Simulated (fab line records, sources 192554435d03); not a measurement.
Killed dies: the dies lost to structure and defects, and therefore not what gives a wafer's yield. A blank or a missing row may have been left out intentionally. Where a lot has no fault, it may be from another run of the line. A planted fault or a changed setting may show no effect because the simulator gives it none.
fab line records + flow n5_finfet
record
- lots=4
- wafers=12
- last_day=19
route steps=1938 shown MOL_CONTACT_COAG@587 BEOL_M4@1111 PASSIVATION@1936
lots with no fault: from the same line, run without faults
start_h: start of the lot's first displayed wafer, in hours after the record's first day + wait_h: hours elapsed since this lot's preceding step + " the same as in the row above + L1.1+2: a single row standing in for several wafers + - no value, or no start was given + * or withheld: withheld + < > ~ a bound
route shown NAME@n: NAME is a module with steps in the file, n the number in the route of the first one + usual: the fault-free wafers' mean and standard deviation + same: alike in all rows + chamber/n: place in a boat + sites: the reading at each site + _std_site: the standard deviation of these + _edge_site: inner sites' mean taken away from outer sites' mean + radius_mm: how far each site lies from the wafer's centre + mask NAME#n: copy n + behind: the last tool/chamber to shape the wafer + hold: what put the lot on hold/how long, in hours/how the hold closed + device: names the non-switching transistor (n, p or np) + end of line: the same wafers' tests at the end of the route + a step with no rows: only its recipe + killed: dies lost to structure and defects at the first sort, not the wafer's yield + map: a wafer's dies, marking killed ones x, the rest . and places with no die _
set.NAME: setting as actually run; set.NAME@STEP: the setting as run at that earlier step + model.NAME: the simulator's own value behind a step, which no gauge read
a table for each step, a row for each wafer; lots at some steps of the route
services: when a tool's chamber went out of use (start_h, in hours from the record's first day, below 0 if earlier), for how many hours, and the reason
## steps
# step N5_MOL_CONTACT_COAG_STRIP_96
# recipe
- chemistry=N2/H2
- power_w=500
- temp_c=40
- pressure_mtorr=50
- rf_frequency_hz=6e+07
- overash_fraction=0.3
- bias_power_w=28
- h2_frac=0.5
- n2_flow_sccm=300
- h2_flow_sccm=300
# step N5_MOL_CONTACT_COAG_ETCH_47
# recipe
- chemistry=CH3F/O2
- target=SiNx
- target_depth_a=270
- mask_material=SiO2
- stop_on=W
- over_etch_frac=0.2
- ion_energy_ev=120
- endpoint=OES-CN
- pressure_mtorr=30
- source_w=395
- bias_w=73
- Ar_flow_sccm=150
- CH3F_flow_sccm=30
- O2_flow_sccm=20
- ends=end_point
# step N5_MOL_CONTACT_COAG_STRIP_119
# recipe
- chemistry=N2/H2
- time_s=30
- power_w=1000
- temp_c=250
- pressure_mtorr=withheld
- n2_flow_sccm=1750
- h2_flow_sccm=3250
# step N5_MOL_CONTACT_COAG_PRECLEAN_144
# recipe
- chemistry=alkaline_clean
- temp_c=60
- time_s=60
- do_ppb=50
# step N5_MOL_CONTACT_COAG_SRD_145
# recipe
- dry=ipa_marangoni
- time_s=30
- temp_c=23
- rinse_liquid=diw
# step N5_MOL_CONTACT_COAG_COAT_62
# recipe
- resist=SOC
- temp_c=250
- time_s=60
- spin_rpm=1500
- resist_thk_nm=60
# step N5_MOL_CONTACT_COAG_COAT_63
# recipe
- resist=SiARC
- temp_c=220
- time_s=60
- spin_rpm=1500
- resist_thk_nm=10
# step N5_MOL_CONTACT_COAG_COAT_64
# recipe
- resist=underlayer
- temp_c=205
- time_s=60
- spin_rpm=1500
- resist_thk_nm=10
# step N5_MOL_CONTACT_COAG_COAT_34
# recipe
- resist=CAR-EUV
- spin_rpm=1500
- resist_thk_nm=40
# step N5_MOL_CONTACT_COAG_EBR_36
# recipe
- solvent=PGMEA
- ebr_width_mm=1.5
# step N5_MOL_CONTACT_COAG_SOFTBAKE_35
# recipe
- temp_c=110
- time_s=60
- resist=CAR-EUV
# step N5_MOL_CONTACT_COAG_EXPOSE_37
# recipe
- mask_id=VD
- na=0.33
- source_shape=annular
- sigma_inner=0.3
- sigma_outer=0.7
- polarization=unpolarized
- defocus_nm=0
- dose_mj=62
# usual
- focus_offset_nm=0.0/0.55
- reticle_temp_C=22.98/0.1
| lot.wafer | tool           | chamber | start_h | wait_h | mask | focus_offset_nm | reticle_temp_C | model.MOL_CONTACT_COAG.overlay_x_nm |
|-----------|----------------|---------|---------|--------|------|-----------------|----------------|-------------------------------------|
| L640.1    | euv_scanner-02 | 0       | 117.70  | -      | VD#0 | -0.6            | 22.78          | -0.2                                |
| L640.4    | "              | 0       | "       | "      | VD#0 | -0.5            | 22.83          | -0.2                                |
| L640.5    | "              | 0       | "       | "      | VD#0 | 0.4             | 22.89          | -0.2                                |
| L647.2    | euv_scanner-02 | 0       | 160.60  | -      | VD#0 | -0.3            | 23.11          | 4.6                                 |
| L647.3    | "              | 0       | "       | "      | VD#0 | -0.4            | 23.20          | 4.6                                 |
| L647.6    | "              | 0       | "       | "      | VD#0 | -0.2            | 22.96          | 4.6                                 |
| L648.1    | euv_scanner-02 | 0       | 170.03  | -      | VD#0 | 0.4             | 22.92          | 5.2                                 |
| L648.2    | "              | 0       | "       | "      | VD#0 | -0.6            | 23.02          | 5.2                                 |
| L648.3    | "              | 0       | "       | "      | VD#0 | 0.3             | 22.96          | 5.2                                 |
| L659.1    | euv_scanner-01 | 0       | 231.56  | -      | VD#0 | 0.4             | 22.99          | 0                                   |
| L659.4    | "              | 0       | "       | "      | VD#0 | 1.3             | 23.09          | 0                                   |
| L659.5    | "              | 0       | "       | "      | VD#0 | 0.5             | 23.00          | 0                                   |
# step N5_MOL_CONTACT_COAG_PEB_38
# recipe
- peb_temp_c=100
- peb_time_s=60
- resist=CAR-EUV
# step N5_MOL_CONTACT_COAG_DEVELOP_39
# recipe
- develop_time_s=30
- developer=TMAH
- resist=CAR-EUV
- rinse_liquid=surfactant_rinse
- dry=air_spin
- dev_temp_c=23
# step N5_MOL_CONTACT_COAG_OVL_MEAS_41
# recipe
- points_per_wafer=522
# usual
- VD_OVL=0.3/0.62
| lot.wafer | tool       | chamber | start_h | wait_h | VD_OVL[nm] |
|-----------|------------|---------|---------|--------|------------|
| L640.1    | overlay-02 | 0       | 117.88  | 0.0    | 0.3        |
| L640.4    | "          | 0       | "       | "      | 0.4        |
| L640.5    | "          | 0       | "       | "      | 0.2        |
| L647.2    | overlay-02 | 0       | 160.77  | 0.0    | 5.1        |
| L647.3    | "          | 0       | "       | "      | 5.7        |
| L647.6    | "          | 0       | "       | "      | 5.4        |
| L648.1    | overlay-02 | 0       | 170.21  | 0.0    | 5.9        |
| L648.2    | "          | 0       | "       | "      | 5.3        |
| L648.3    | "          | 0       | "       | "      | 5.2        |
| L659.1    | overlay-01 | 0       | 231.73  | 0.0    | 0.4        |
| L659.4    | "          | 0       | "       | "      | 0.1        |
| L659.5    | "          | 0       | "       | "      | -0.2       |
# step N5_MOL_CONTACT_COAG_DESCUM_45
# recipe
- chemistry=O2
- time_s=7
- source_power_w=50
- bias_power_w=20
- pressure_mtorr=20
- rf_frequency_hz=2.712e+07
- temp_c=40
- resist=CAR-EUV
- o2_flow_sccm=225
# step N5_MOL_CONTACT_COAG_ETCH_65
# recipe
- chemistry=N2/H2
- target=underlayer
- target_depth_a=130
- mask_material=CAR-EUV
- time_s=10.4
- ion_energy_ev=200
- pressure_mtorr=30
- source_w=840
- bias_w=150
- n2_flow_sccm=200
- h2_flow_sccm=200
- ends=cleared
# step N5_MOL_CONTACT_COAG_ETCH_66
# recipe
- chemistry=CF4
- target=SiARC
- target_depth_a=130
- mask_material=CAR-EUV
- time_s=21.7
- ion_energy_ev=80
- pressure_mtorr=40
- source_w=545
- bias_w=36
- Ar_flow_sccm=100
- cf4_flow_sccm=100
- ends=cleared
# step N5_MOL_CONTACT_COAG_ALD_133
# recipe
- material=SiO2
- target_thk_a=50
- temp_c=100
- ald_precursor_family=BDEAS
- ald_co_reactant=O2-plasma
- pulse_time_s=1
- co_reactant_pulse_time_s=1
- purge_time_s=2
- co_reactant_purge_time_s=2
- ald_cycles=35
- pressure_torr=2
# step N5_MOL_CONTACT_COAG_ETCHBACK_134
# recipe
- chemistry=CHF3
- target=SiO2
- target_depth_a=100
- time_s=6.7
- ion_energy_ev=200
- pressure_mtorr=30
- source_w=610
- bias_w=170
- Ar_flow_sccm=200
- CHF3_flow_sccm=50
# step N5_MOL_CONTACT_COAG_ETCH_67
# recipe
- chemistry=N2/H2
- target=SOC
- target_depth_a=600
- overetch_a=210
- mask_material=SiARC
- temp_c=40
- time_s=101.2
- ion_energy_ev=200
- pressure_mtorr=30
- source_w=840
- bias_w=150
- n2_flow_sccm=200
- h2_flow_sccm=200
# step N5_MOL_CONTACT_COAG_STRIP_68
# recipe
- chemistry=N2/H2
- temp_c=40
- n2_flow_sccm=200
- h2_flow_sccm=200
- rf_frequency_hz=6e+07
# step N5_MOL_CONTACT_COAG_STRIP_69
# recipe
- chemistry=N2/H2
- temp_c=40
- n2_flow_sccm=200
- h2_flow_sccm=200
- rf_frequency_hz=6e+07
# step N5_MOL_CONTACT_COAG_ETCHBACK_136
# recipe
- chemistry=CHF3
- target=SiO2
- target_depth_a=250
- time_s=16.7
- ion_energy_ev=200
- pressure_mtorr=30
- source_w=610
- bias_w=170
- Ar_flow_sccm=200
- CHF3_flow_sccm=50
# step N5_MOL_CONTACT_COAG_STRIP_120
# recipe
- chemistry=CHF3
- resist=SiARC
- rf_frequency_hz=6e+07
# step N5_MOL_CONTACT_COAG_VIA_ETCH_117
# recipe
- chemistry=C4F6/O2
- target_depth_a=400
- overetch_a=80
- mask_material=SOC
- target=SiO2
- bias_w=455
- pressure_mtorr=10
- time_s=26
- source_w=325
- Ar_flow_sccm=300
- C4F6_flow_sccm=10
- O2_flow_sccm=10
- ion_energy_ev=575.3
- ends=end_point
# step N5_MOL_CONTACT_COAG_ETCH_124
# recipe
- chemistry=CH3F/O2
- target=SiNx
- target_depth_a=65
- mask_material=SOC
- stop_on=SiOC
- over_etch_frac=0.3
- ion_energy_ev=120
- pressure_mtorr=30
- source_w=395
- bias_w=73
- Ar_flow_sccm=150
- CH3F_flow_sccm=30
- O2_flow_sccm=20
- ends=end_point
# step N5_MOL_CONTACT_COAG_ETCH_48
# recipe
- chemistry=C4F6/O2
- target_depth_a=150
- overetch_a=45
- mask_material=SOC
- target=SiOC
- bias_w=465
- pressure_mtorr=10
- time_s=17
- source_w=335
- Ar_flow_sccm=300
- C4F6_flow_sccm=10
- O2_flow_sccm=10
- ion_energy_ev=576
# step N5_MOL_CONTACT_COAG_STRIP_72
# recipe
- chemistry=N2/H2
- power_w=450
- temp_c=40
- pressure_mtorr=20
- rf_frequency_hz=6e+07
- overash_fraction=3
- bias_power_w=7
- h2_frac=0.5
- n2_flow_sccm=200
- h2_flow_sccm=200
# step N5_MOL_CONTACT_COAG_STRIP_49
# recipe
- chemistry=N2/H2
- time_s=30
- power_w=1000
- temp_c=250
- pressure_mtorr=withheld
- n2_flow_sccm=1750
- h2_flow_sccm=3250
# step N5_MOL_CONTACT_COAG_PRECLEAN_138
# recipe
- chemistry=alkaline_clean
- temp_c=60
- time_s=60
- do_ppb=50
# step N5_MOL_CONTACT_COAG_SRD_139
# recipe
- dry=ipa_marangoni
- time_s=30
- temp_c=23
- rinse_liquid=diw
# step N5_MOL_CONTACT_COAG_PRE_CLEAN_121
# recipe
- gas=H2/He
- time_s=*
- temp_c=withheld
# step N5_MOL_CONTACT_COAG_CVD_140
# recipe
- material=W
- target_thk_a=665
- mode=selective_fill
- temp_c=300
- time_s=215
# step N5_MOL_CONTACT_COAG_PRECLEAN_127
# recipe
- chemistry=DIW
- time_s=57.5
- temp_c=23
# step N5_MOL_CONTACT_COAG_SRD_128
# recipe
- dry_time_s=32
- dry=n2_spin
- spin_rpm=1500
# step N5_MOL_CONTACT_COAG_CMP_52
# recipe
- stop_on=SiO2
- t_overpolish_s=1.5
- post_cmp_clean=w_dilute_nh4oh
- down_force_psi=4
- platen_rpm=50.289
- pad_velocity_m_s=1.0006
- target_thk_nm=66.5
# step N5_BEOL_M4_RC_MEAS_101
# usual
- DIBL_N=36.6/1.9
- DIBL_P=36.7/2.2
- IOFF_N=0.16/0.035
- IOFF_P=0.22/0.038
- ION_N=672/14
- ION_P=462/8.3
- SS_N=71.6/0.65
- SS_P=73.5/0.72
- VT_N=250/3.5
- VT_P=-250/3.1
| lot.wafer | tool      | chamber | start_h | wait_h | DIBL_N[mV/V] | DIBL_P[mV/V] | IOFF_N[nA/um] | IOFF_P[nA/um] | ION_N[uA/um] | ION_P[uA/um] | SS_N[mV/dec] | SS_P[mV/dec] | VT_N[mV] | VT_P[mV] |
|-----------|-----------|---------|---------|--------|--------------|--------------|---------------|---------------|--------------|--------------|--------------|--------------|----------|----------|
| L640.1    | prober-02 | 0       | 213.09  | 0.0    | 37.2         | 37.7         | 0.17          | 0.23          | 687          | 473          | 71.9         | 73.8         | 248      | -251     |
| L640.4    | "         | 0       | "       | "      | 37.3         | 38.8         | 0.18          | 0.25          | 663          | 464          | 72.0         | 73.3         | 249      | -246     |
| L640.5    | "         | 0       | "       | "      | 34.1         | 34.8         | 0.12          | 0.18          | 682          | 464          | 71.7         | 73.3         | 255      | -252     |
| L648.1    | prober-01 | 0       | 254.48  | 0.0    | 36.8         | 38.6         | 0.19          | 0.23          | 663          | 457          | 72.4         | 73.6         | 249      | -250     |
| L648.2    | "         | 0       | "       | "      | 35.0         | 37.0         | 0.15          | 0.21          | 673          | 464          | 71.7         | 73.5         | 252      | -251     |
| L648.3    | "         | 0       | "       | "      | 35.1         | 37.3         | 0.15          | 0.22          | 659          | 455          | 71.3         | 73.4         | 253      | -251     |
| L647.2    | prober-02 | 0       | 257.43  | 0.2    | 35.7         | 35.1         | 0.15          | 0.19          | 672          | 456          | 71.8         | 73.1         | 254      | -252     |
| L647.3    | "         | 0       | "       | "      | 38.4         | 37.6         | 0.20          | 0.24          | 660          | 452          | 72.4         | 74.7         | 250      | -252     |
| L647.6    | "         | 0       | "       | "      | 35.8         | 34.9         | 0.16          | 0.19          | 674          | 458          | 72.3         | 73.1         | 254      | -254     |
| L659.1    | prober-02 | 0       | 319.66  | 0.0    | 36.6         | 36.0         | 0.16          | 0.23          | 682          | 472          | 71.7         | 72.4         | 248      | -246     |
| L659.4    | "         | 0       | "       | "      | 36.7         | 35.6         | 0.17          | 0.23          | 688          | 464          | 71.3         | 73.1         | 247      | -248     |
| L659.5    | "         | 0       | "       | "      | 37.7         | 38.1         | 0.19          | 0.28          | 692          | 478          | 71.9         | 73.1         | 246      | -244     |
# step N5_PASSIVATION_PROBE_49
# usual
- defect_limited_yield=91.6/1.4
- killed_at_M0_to_M3=35/10
- killed_at_M4_up=13/4.8
- killed_at_contacts=12/7.2
- killed_at_front_end=36/12
- killed_at_other=4/3.1
- killed_dies=100/17
- killed_open=66/13
- killed_short=32/7.3
- sort_bin_5_function=5.0/0.94
- sort_bin_6_memory=3.1/0.67
- sort_n_pass=1080/17
- sort_yield_pct=91.6/1.4
# same
- gross_dies=1180
- killed_at_back_side=0
- sort_bin_4_leakage[%]=0
- sort_bin_8_speed[%]=0
| lot.wafer | tool      | chamber | start_h | wait_h | defect_limited_yield[%] | killed_at_M0_to_M3 | killed_at_M4_up | killed_at_contacts | killed_at_front_end | killed_at_other | killed_dies | killed_open | killed_short | sort_bin_5_function[%] | sort_bin_6_memory[%] | sort_n_pass | sort_yield_pct[%] |
|-----------|-----------|---------|---------|--------|-------------------------|--------------------|-----------------|--------------------|---------------------|-----------------|-------------|-------------|--------------|------------------------|----------------------|-------------|-------------------|
| L640.1    | prober-02 | -       | 323.37  | 0.0    | 90.6                    | 47                 | 18              | 6                  | 39                  | 1               | 111         | 69          | 36           | 5.3                    | 3.1                  | 1069        | 90.6              |
| L640.4    | prober-02 | -       | 323.52  | 0.2    | 91.9                    | 34                 | 13              | 13                 | 30                  | 5               | 95          | 70          | 25           | 5.2                    | 2.9                  | 1085        | 91.9              |
| L640.5    | prober-02 | -       | 323.57  | 0.2    | 90.7                    | 38                 | 9               | 16                 | 44                  | 3               | 110         | 77          | 32           | 4.9                    | 4.2                  | 1070        | 90.7              |
| L648.1    | prober-02 | -       | 376.75  | 0.0    | 80.8                    | 40                 | 9               | 143                | 29                  | 5               | 226         | 62          | 33           | 10.2                   | 3.1                  | 954         | 80.8              |
| L648.2    | prober-02 | -       | 376.80  | 0.1    | 82.2                    | 29                 | 9               | 116                | 43                  | 13              | 210         | 79          | 30           | 9.8                    | 3.7                  | 970         | 82.2              |
| L648.3    | prober-02 | -       | 376.85  | 0.1    | 84.9                    | 26                 | 17              | 81                 | 44                  | 10              | 178         | 54          | 47           | 8.3                    | 3.1                  | 1002        | 84.9              |
| L647.2    | prober-01 | -       | 389.65  | 0.1    | 88.7                    | 26                 | 16              | 35                 | 52                  | 4               | 133         | 56          | 51           | 6.4                    | 3.4                  | 1047        | 88.7              |
| L647.3    | prober-01 | -       | 389.70  | 0.1    | 89.6                    | 43                 | 11              | 30                 | 36                  | 3               | 123         | 71          | 32           | 6.7                    | 2.7                  | 1057        | 89.6              |
| L647.6    | prober-01 | -       | 389.85  | 0.3    | 90.8                    | 23                 | 15              | 39                 | 31                  | 0               | 108         | 53          | 30           | 5.1                    | 3.0                  | 1072        | 90.8              |
| L659.1    | prober-01 | -       | 446.15  | 0.0    | 88.9                    | 76                 | 16              | 9                  | 25                  | 5               | 131         | 100         | 31           | 6.9                    | 4.1                  | 1049        | 88.9              |
| L659.4    | prober-01 | -       | 446.30  | 0.2    | 92.1                    | 31                 | 14              | 2                  | 41                  | 5               | 93          | 60          | 32           | 4.9                    | 2.7                  | 1087        | 92.1              |
| L659.5    | prober-01 | -       | 446.35  | 0.2    | 89.6                    | 34                 | 21              | 10                 | 53                  | 5               | 123         | 83          | 39           | 6.3                    | 4.0                  | 1057        | 89.6              |
# killed by level:class
L640.1 BEOL_M2:geometric_particle:open=12 FIN_SAQP:geometric_particle:open=8 BEOL_M1:geometric_particle:open=8 BEOL_M0_SAQP:geometric_particle:short=7 BEOL_M3:geometric_particle:open=7 BEOL_M4:geometric_particle:short=7 BEOL_M0_SAQP:geometric_particle:open=5 FIN_SAQP:geometric_particle:short=4
L640.4 MOL_CONTACT_COAG:geometric_particle:open=10 BEOL_M2:geometric_particle:open=10 BEOL_M4:geometric_particle:open=8 GATE_CUT:geometric_particle:open=6 BEOL_M0_SAQP:geometric_particle:open=6 BEOL_M1:geometric_particle:open=6 GATE_CUT:geometric_particle:short=5 BEOL_M0_SAQP:geometric_particle:short=5
L640.5 FIN_SAQP:geometric_particle:open=13 MOL_CONTACT_COAG:geometric_particle:open=13 BEOL_M1:geometric_particle:open=11 BEOL_M0_SAQP:geometric_particle:open=9 GATE_CUT:geometric_particle:open=5 SPACER0:geometric_particle:short=4 BEOL_M0_SAQP:geometric_particle:short=4 BEOL_M3:geometric_particle:open=4
L648.1 MOL_CONTACT_COAG:overlay=131 MOL_CONTACT_COAG:geometric_particle:open=9 BEOL_M0_SAQP:geometric_particle:open=8 BEOL_M3:geometric_particle:open=8 BEOL_M0_SAQP:geometric_particle:short=8 BEOL_M0:geometric_particle:open=7 FIN_SAQP:geometric_particle:open=5 STARTING-WAFER:geometric_particle:short=5
L648.2 MOL_CONTACT_COAG:overlay=101 FIN_SAQP:geometric_particle:open=18 MOL_CONTACT_COAG:geometric_particle:open=14 STI_FIN_REVEAL:geometric_particle:open=6 BEOL_M0_SAQP:geometric_particle:open=6 MIM_TOP_ETCH:geometric_particle:open=6 BEOL_M1:geometric_particle:open=5 MIM_TOP_ETCH:geometric_particle:short=5
L648.3 MOL_CONTACT_COAG:overlay=76 BEOL_M0_SAQP:geometric_particle:short=13 STI_FIN_REVEAL:geometric_particle:open=10 BEOL_M0_SAQP:geometric_particle:open=6 BEOL_M4:geometric_particle:open=6 GATE_CUT:geometric_particle:short=5 ILD0:geometric_particle:short=4 BEOL_M4:geometric_particle:short=4
L647.2 FIN_SAQP:geometric_particle:short=28 MOL_CONTACT_COAG:overlay=26 FIN_SAQP:geometric_particle:open=11 BEOL_M0_SAQP:geometric_particle:short=9 MOL_CONTACT_COAG:geometric_particle:open=8 BEOL_M4:geometric_particle:open=7 STI_FIN_REVEAL:geometric_particle:open=6 BEOL_M1:geometric_particle:open=6
L647.3 MOL_CONTACT_COAG:overlay=20 MOL_CONTACT_COAG:geometric_particle:open=10 BEOL_M0_SAQP:geometric_particle:short=10 BEOL_M0_SAQP:geometric_particle:open=7 BEOL_M2:geometric_particle:open=7 DUMMY_GATE:geometric_particle:open=6 BEOL_M5:geometric_particle:open=6 STARTING-WAFER:geometric_particle:open=6
L647.6 MOL_CONTACT_COAG:overlay=25 MOL_CONTACT_COAG:geometric_particle:open=9 BEOL_M4:geometric_particle:open=7 BEOL_M0_SAQP:geometric_particle:open=6 BEOL_M0_SAQP:geometric_particle:short=6 STARTING-WAFER:geometric_particle:open=6 FIN_SAQP:geometric_particle:short=5 STI_FIN_REVEAL:geometric_particle:open=5
L659.1 BEOL_M1:geometric_particle:open=33 BEOL_M0_SAQP:geometric_particle:short=10 BEOL_M3:geometric_particle:open=10 BEOL_M0_SAQP:geometric_particle:open=9 MOL_CONTACT_COAG:geometric_particle:open=7 BEOL_M4:geometric_particle:open=7 FIN_SAQP:geometric_particle:open=6 FIN_SAQP:geometric_particle:short=5
L659.4 FIN_SAQP:geometric_particle:short=9 BEOL_M1:geometric_particle:open=9 STI_FIN_REVEAL:geometric_particle:open=8 BEOL_M0_SAQP:geometric_particle:short=5 BEOL_M2:geometric_particle:open=5 BEOL_M4:geometric_particle:open=5 DUMMY_GATE:geometric_particle:open=4 GATE_CUT:geometric_particle:open=4
L659.5 BEOL_M4:geometric_particle:open=14 BEOL_M1:geometric_particle:open=11 FIN_SAQP:geometric_particle:short=10 STI_FIN_REVEAL:geometric_particle:open=10 MOL_CONTACT_COAG:geometric_particle:open=8 FIN_SAQP:geometric_particle:open=7 BEOL_M2:geometric_particle:open=6 STI_FIN_REVEAL:geometric_particle:short=5
# map L647.2 (x killed, . not)
_________________x...........________________
______________.................._____________
___________..x..........x......x...__________
__________...............x......x..._________
________x...x...............x......x.x_______
_______......x...x.......x...x.........______
______...x.....x.....x..x..............._____
_____......x...x............x............____
____...x.....x........................x...___
___....................xx.......x..........__
___..........................x.............__
__........x...x......x....x........x.......x_
__...........x...........x.....xx...x......._
_.................x..x...x....x....x.........
_x..........x.......................x........
_x...........x..x......x......x..............
_......x..........x.........x..x............x
_..x.............xx..........x...............
_.........x..x.......xx...x.......xxx........
_.......x............xx.............x........
_....x......x............x...xx.x...x......x.
__..................x............x.......x.._
__......x.......x........x.....x..x..x...x.._
___...x.x...................x.x...xx...x...__
___x.x..x.......x...x..................x...__
____.................x........xx..........___
_____...........x........................____
______...................x............x._____
_______x.....x........x...........x..x.______
________.x..x...x.....x...x....x....xx_______
__________..x....x............x....x_________
___________x.............x.x......x__________
______________....x............._____________
_________________............________________
# map L648.1 (x killed, . not)
_________________.x.x..xx...x________________
______________..x..x.....x.....x_____________
___________..xx...xxx.x.....x......__________
__________..x.x....................._________
________x...........................x._______
_______x.x....xx...x.....x.x.x.......x.______
______.x.....x....x....................._____
_____..x...x...................x.....x.x.____
____x..........x..x..x......x.......xx..xx___
___......x.........x.x.x.........x.........__
___...x................x.x.....xx.......x..__
__.x..x.......xx.x.x.x......x..x....x......x_
__...........x.x...xxx.xx...x..x.....x......_
_......x.x.x..........xx......x.......x.x....
_........x...x........x....xx.x.......xx....x
_........x...x............x.x.x..x.....x.....
_...x..x....x...x......x....x.x.x..x..x......
_...x...xx........x...x.....x.......x...xxxx.
_x...x...x........x............x.......xx.x..
_.....x.........x.......x......x...x.x.......
_.x...x..x.............x.x....x.x.xx..x......
__...x...........x..xx..x....x..x..........._
__...........x....x..x.......x....x.xx.xxx.._
___....x.........x..x.x.........x...xx..x..__
___......x....x.........x...........x....x.__
____......................xx..x..x........___
_____.........xx.x.........x.............____
______...xx............x......x..x..xx.x_____
_______..xx.....xx......x.........xx...______
________..x.....x...........x......x.._______
__________...xxx.xx..x.xx.x...x..xx._________
___________.....................x..__________
______________..xx....x..x.xxx.._____________
_________________...x...x....________________
## services
| tool           | chamber | start_h | hours | kind   |
|----------------|---------|---------|-------|--------|
| euv_scanner-02 | -       | 97.97   | 9.7   | repair |
| euv_scanner-02 | -       | 108.63  | 1.0   | pm     |
| euv_scanner-01 | -       | 109.81  | 4.6   | pm     |
| euv_scanner-01 | -       | 115.36  | 0.7   | repair |
| euv_scanner-01 | -       | 122.95  | 0.6   | repair |
| euv_scanner-01 | -       | 124.22  | 3.0   | repair |
| euv_scanner-01 | -       | 131.67  | 1.0   | pm     |
| euv_scanner-02 | -       | 164.78  | 1.0   | pm     |
| euv_scanner-02 | -       | 176.37  | 1.6   | repair |
| euv_scanner-02 | -       | 185.36  | 4.6   | pm     |
| euv_scanner-01 | -       | 189.96  | 1.0   | pm     |
| euv_scanner-01 | -       | 196.49  | 12.0  | pm     |
| euv_scanner-02 | -       | 220.93  | 1.0   | pm     |
## key
first_sign
- step=N5_MOL_CONTACT_COAG_OVL_MEAS_41
- reading=VD_OVL
- direction=up
- sigmas=8.3
- usual=0.3
- struck=5.4
effect
- step=N5_PASSIVATION_PROBE_49
- reading=killed_at_contacts
- direction=up
- sigmas=8.6
- usual=12
- struck=74
model_effect
- step=N5_MOL_CONTACT_COAG_EXPOSE_37
- value=MOL_CONTACT_COAG.overlay_x_nm
- without=0.1
- struck=4.9
more_kills_born_at
- N5_MOL_CONTACT_COAG_EXPOSE_37@euv_scanner-02=379
met_at N5_MOL_CONTACT_COAG_EXPOSE_37
struck_wafers L647.2,L647.3,L647.6,L648.1,L648.2,L648.3
onset_between 117.70 160.60
fault
- kind=scanner_matching_overlay
- tool=euv_scanner-02
- chamber=-
- onset_h=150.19
- steps=N5_MOL_CONTACT_COAG_EXPOSE_37
- offset=4.8241
